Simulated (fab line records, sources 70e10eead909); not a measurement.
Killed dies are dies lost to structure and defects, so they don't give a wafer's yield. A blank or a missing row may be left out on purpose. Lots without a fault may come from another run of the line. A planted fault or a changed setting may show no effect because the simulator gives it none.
Which tool did it? | flow nand_harc | 14 lots, 42 wafers sampled, at 4 steps of a route of 1302

WHAT THE GAUGES READ, wafer by wafer
The record holds no reading of a measuring or inspecting step that can be judged against a usual standard deviation.

WHICH TOOL RAN EACH LOT (tool, then ch and the chambers of the sampled wafers, then the start)
lot  | NHARC_A_CHANNEL_HOLE_D1_ETCH_20  | NHARC_A_CHANNEL_HOLE_D1_ETCH_24  | NHARC_A_CHANNEL_FILL_D1_ALD_02   | NHARC_A_CHANNEL_FILL_D1_ETCHBACK_19
L851 | har_etch-02 ch 0,1, day 8 21:10  | har_etch-02 ch 0,1, day 8 23:13  | ald_hk-03 ch 0,1,3, day 9 03:11  | rie_si-05 ch 2,3, day 10 05:20
L852 | har_etch-02 ch 0,1, day 9 07:40  | har_etch-02 ch 0,1, day 9 09:46  | ald_hk-04 ch 0,1,3, day 9 13:32  | rie_si-04 ch 0,2, day 10 13:41
L854 | har_etch-01 ch 0,1, day 10 04:19 | har_etch-01 ch 0,1, day 10 06:20 | ald_hk-03 ch 0,2,3, day 10 10:16 | rie_si-04 ch 0,2,3, day 11 10:10
L856 | har_etch-02 ch 1, day 10 18:52   | har_etch-02 ch 1, day 10 20:58   | ald_hk-04 ch 0,2,3, day 11 00:44 | rie_si-03 ch 0,1,2, day 12 01:01
L859 | har_etch-01 ch 0,1, day 11 12:29 | har_etch-01 ch 0,1, day 11 14:30 | ald_hk-03 ch 0,2,3, day 11 18:17 | rie_si-04 ch 0,1,3, day 12 18:17
L858 | har_etch-02 ch 1, day 11 13:47   | har_etch-02 ch 1, day 11 17:48   | ald_hk-01 ch 0,1,2, day 11 23:37 | rie_si-04 ch 0,1,3, day 13 01:22
L860 | har_etch-01 ch 0,1, day 12 06:43 | har_etch-01 ch 0,1, day 12 08:53 | ald_hk-03 ch 0,1,3, day 12 12:24 | rie_si-05 ch 1,2, day 13 12:22
L866 | har_etch-01 ch 0,1, day 14 17:21 | har_etch-01 ch 0,1, day 14 19:31 | ald_hk-01 ch 0,1,2, day 14 23:10 | rie_si-03 ch 0,2, day 15 22:28
L867 | har_etch-02 ch 0,1, day 15 01:02 | har_etch-02 ch 0,1, day 15 03:04 | ald_hk-04 ch 0,1,2, day 15 07:02 | rie_si-03 ch 0,3, day 16 06:53
L870 | har_etch-01 ch 0,1, day 16 05:15 | har_etch-01 ch 0,1, day 16 07:20 | ald_hk-01 ch 0,1,2, day 16 12:31 | rie_si-05 ch 0,1,2, day 17 13:36
L871 | har_etch-01 ch 0,1, day 17 05:54 | har_etch-01 ch 0,1, day 17 08:05 | ald_hk-04 ch 0,3, day 17 11:35   | rie_si-03 ch 2,3, day 18 11:42
L872 | har_etch-01 ch 0,1, day 17 09:58 | har_etch-01 ch 0,1, day 17 11:59 | ald_hk-04 ch 0,2,3, day 17 16:15 | rie_si-03 ch 0,1,3, day 18 16:29
L873 | har_etch-01 ch 0,1, day 17 14:25 | har_etch-01 ch 0,1, day 17 16:35 | ald_hk-04 ch 0,1, day 17 20:16   | rie_si-05 ch 0,1,2, day 18 20:24
L874 | har_etch-02 ch 0,1, day 18 10:43 | har_etch-02 ch 0,1, day 18 12:49 | ald_hk-03 ch 0,2,3, day 18 16:35 | rie_si-03 ch 2,3, day 19 16:53
- NHARC_A_CHANNEL_HOLE_D1_ETCH_20: etches the open film in C4F8/O2/Ar, time 361.9 s, target depth 1600 nm.
- NHARC_A_CHANNEL_HOLE_D1_ETCH_24: etches the open film in C4F8/O2/Ar, time 906.2 s, target depth 1500 nm.
- NHARC_A_CHANNEL_FILL_D1_ALD_02: deposits SiO2, target thk 6 nm, pulse time 10 s, ald cycles 60.
- NHARC_A_CHANNEL_FILL_D1_ETCHBACK_19: etches the open film in HBr/Cl2, target depth 5 nm, time 1.7 s.

WHAT THE TOOLS THEMSELVES READ (means of the sampled wafers that have a number; where no wafer has one, the mark that the record gives instead)
NHARC_A_CHANNEL_HOLE_D1_ETCH_20. Usual: drypump_motor_current_A 6.0 A, standard deviation 0.62; showerhead_plenum_p_Torr 3.69 Torr, standard deviation 0.061; throttle_valve_pct 32.156 %, standard deviation 0.0097.
lot  | tool        | drypump_motor_current_A (A) | showerhead_plenum_p_Torr (Torr) | throttle_valve_pct (%) | flag
L851 | har_etch-02 | 5.9                         | 3.72                            | 32.162                 |
L852 | har_etch-02 | 5.9                         | 3.72                            | 32.153                 |
L854 | har_etch-01 | 6.5                         | 3.72                            | 32.156                 |
L856 | har_etch-02 | 5.0                         | 3.62                            | 32.158                 |
L859 | har_etch-01 | 6.3                         | 3.71                            | 32.163                 |
L858 | har_etch-02 | 5.0                         | 3.61                            | 32.153                 |
L860 | har_etch-01 | 6.5                         | 3.70                            | 32.164                 |
L866 | har_etch-01 | 6.4                         | 3.68                            | 32.157                 |
L867 | har_etch-02 | 5.5                         | 3.63                            | 32.163                 |
L870 | har_etch-01 | 6.5                         | 3.67                            | 32.153                 |
L871 | har_etch-01 | 6.4                         | 3.66                            | 32.156                 |
L872 | har_etch-01 | 6.3                         | 3.66                            | 32.163                 |
L873 | har_etch-01 | 6.5                         | 3.66                            | 32.154                 |
L874 | har_etch-02 | 5.4                         | 3.86                            | 32.162                 |

NHARC_A_CHANNEL_HOLE_D1_ETCH_24. Usual: drypump_motor_current_A 6.0 A, standard deviation 0.63; showerhead_plenum_p_Torr 3.68 Torr, standard deviation 0.061; throttle_valve_pct 32.235 %, standard deviation 0.0089.
lot  | tool        | drypump_motor_current_A (A) | showerhead_plenum_p_Torr (Torr) | throttle_valve_pct (%) | flag
L851 | har_etch-02 | 5.9                         | 3.72                            | 32.227                 |
L852 | har_etch-02 | 5.9                         | 3.72                            | 32.236                 |
L854 | har_etch-01 | 6.5                         | 3.71                            | 32.230                 |
L856 | har_etch-02 | 5.0                         | 3.61                            | 32.228                 |
L859 | har_etch-01 | 6.3                         | 3.70                            | 32.223                 |
L858 | har_etch-02 | 5.0                         | 3.61                            | 32.234                 |
L860 | har_etch-01 | 6.5                         | 3.70                            | 32.235                 |
L866 | har_etch-01 | 6.3                         | 3.68                            | 32.241                 |
L867 | har_etch-02 | 5.4                         | 3.63                            | 32.244                 |
L870 | har_etch-01 | 6.4                         | 3.66                            | 32.239                 |
L871 | har_etch-01 | 6.4                         | 3.66                            | 32.231                 |
L872 | har_etch-01 | 6.3                         | 3.65                            | 32.240                 |
L873 | har_etch-01 | 6.5                         | 3.65                            | 32.234                 |
L874 | har_etch-02 | 5.4                         | 3.85                            | 32.231                 |

NHARC_A_CHANNEL_FILL_D1_ALD_02. Usual: heater_power_w 472 W, standard deviation 37; precursor_pulse_height_rel 1.001, standard deviation 0.021.
lot  | tool      | heater_power_w (W) | precursor_pulse_height_rel | flag
L851 | ald_hk-03 | 484                | 1.001                      |
L852 | ald_hk-04 | 475                | 1.011                      |
L854 | ald_hk-03 | 477                | 0.997                      |
L856 | ald_hk-04 | 452                | 0.971                      |
L859 | ald_hk-03 | 486                | 0.996                      |
L858 | ald_hk-01 | 442                | 1.002                      |
L860 | ald_hk-03 | 478                | 0.992                      |
L866 | ald_hk-01 | 455                | 1.002                      |
L867 | ald_hk-04 | 498                | 1.004                      |
L870 | ald_hk-01 | 454                | 0.993                      |
L871 | ald_hk-04 | 433                | 0.996                      |
L872 | ald_hk-04 | 444                | 1.000                      |
L873 | ald_hk-04 | 506                | 1.008                      |
L874 | ald_hk-03 | 487                | 1.008                      |

NHARC_A_CHANNEL_FILL_D1_ETCHBACK_19. Usual: drypump_motor_current_A 5.8 A, standard deviation 0.54; oes_product_au 1.000 a.u., standard deviation 0.0078; throttle_valve_pct 26.406 %, standard deviation 0.0083.
lot  | tool      | drypump_motor_current_A (A) | oes_product_au (a.u.) | throttle_valve_pct (%) | flag
L851 | rie_si-05 | 5.8                         | 0.991                 | 26.406                 |
L852 | rie_si-04 | 5.7                         | 1.000                 | 26.410                 |
L854 | rie_si-04 | 6.0                         | 1.009                 | 26.405                 |
L856 | rie_si-03 | 5.4                         | 1.002                 | 26.409                 |
L859 | rie_si-04 | 6.4                         | 1.002                 | 26.405                 |
L858 | rie_si-04 | 6.4                         | 0.999                 | 26.402                 |
L860 | rie_si-05 | 6.2                         | 0.991                 | 26.403                 |
L866 | rie_si-03 | 5.5                         | 0.907                 | 26.402                 | OFF
L867 | rie_si-03 | 5.1                         | 0.808                 | 26.414                 | OFF
L870 | rie_si-05 | 6.2                         | 0.995                 | 26.409                 |
L871 | rie_si-03 | 5.5                         | 0.991                 | 26.409                 |
L872 | rie_si-03 | 5.2                         | 0.998                 | 26.403                 |
L873 | rie_si-05 | 6.3                         | 0.998                 | 26.406                 |
L874 | rie_si-03 | 5.7                         | 0.999                 | 26.404                 |

THE ANSWER, worked out from the rows above alone
Rule: a lot is off if the mean of its wafers that have a number lies more than 3 standard deviations from the usual mean. A lot without any number at a reading at which 4 lots or more have one is off too. The other lots that the step has rows for count as sound. The gauges are gone through in route order, then the tools' own readings, and for those a lot's mean is taken as printed above. The first step at which some lot is off is used, and at that step the reading that is off furthest; a lot without a number counts as furthest.
Off: L866, L867, at NHARC_A_CHANNEL_FILL_D1_ETCHBACK_19 (oes_product_au).
A tool fits if, at that step or a process step before it, it ran every lot that is off, and no sound lot after the first of them. None of those tried fits.

WHAT THE SIMULATOR HAD PUT IN
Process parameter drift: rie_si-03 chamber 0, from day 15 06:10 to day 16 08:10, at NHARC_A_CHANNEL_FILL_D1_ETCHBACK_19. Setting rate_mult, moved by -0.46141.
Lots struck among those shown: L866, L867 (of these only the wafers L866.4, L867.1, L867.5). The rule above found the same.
